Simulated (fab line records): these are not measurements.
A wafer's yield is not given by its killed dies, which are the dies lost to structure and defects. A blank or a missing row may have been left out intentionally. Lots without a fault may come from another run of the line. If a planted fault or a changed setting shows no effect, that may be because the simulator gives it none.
Matching of chambers | flow n5 finfet | 3 sister chambers for N5_BEOL_M2_CO_CAP_55 on cvd co-02
The step material Co, precursor CCTBA/H2, target thk 2 nm, time 102.1 s. 6 wafers are shown with their chamber, then 11 later ones without.

WAFERS PAIRED WITH THEIR CHAMBERS
wafer  | chamber | heater power w (W)
L088.2 | 1       | 203
L088.3 | 0       | 272
L090.1 | 0       | 269
L090.3 | 1       | 208
L090.5 | 2       | 239
L092.1 | 2       | 243

WAFERS WITH NO CHAMBER GIVEN
wafer  | heater power w (W)
L092.3 | 201
L092.4 | 201
L095.1 | 237
L095.2 | 207
L095.4 | 243
L093.1 | 208
L093.5 | 200
L093.6 | 243
L097.2 | 276
L097.4 | 207
L097.5 | 273

WHICH CHAMBER EACH WENT THROUGH
wafer  | from the rows above | in truth
L092.3 | 1                   | 1
L092.4 | 1                   | 1
L095.1 | 2                   | 2
L095.2 | 1                   | 1
L095.4 | 2                   | 2
L093.1 | 1                   | 1
L093.5 | 1                   | 1
L093.6 | 2                   | 2
L097.2 | 0                   | 0
L097.4 | 1                   | 1
L097.5 | 0                   | 0
Correct placement for 11 of the 11. Not placeable from these rows: 0. 0 placed wrongly.
How it was worked out, from the rows above alone: a wafer's distance from a chamber is the root of the sum, over the readings, of the square of ((its reading less the chamber's mean) divided by the reading's scatter). The wafer belongs to the nearest chamber; if the next one is less than 2 further off, it can't be placed. Each chamber's mean is taken over the wafers shown for it. The scatter: take each reading less its chamber's mean, square it, sum over the shown wafers, divide by the number of wafers less the number of chambers, and take the root.
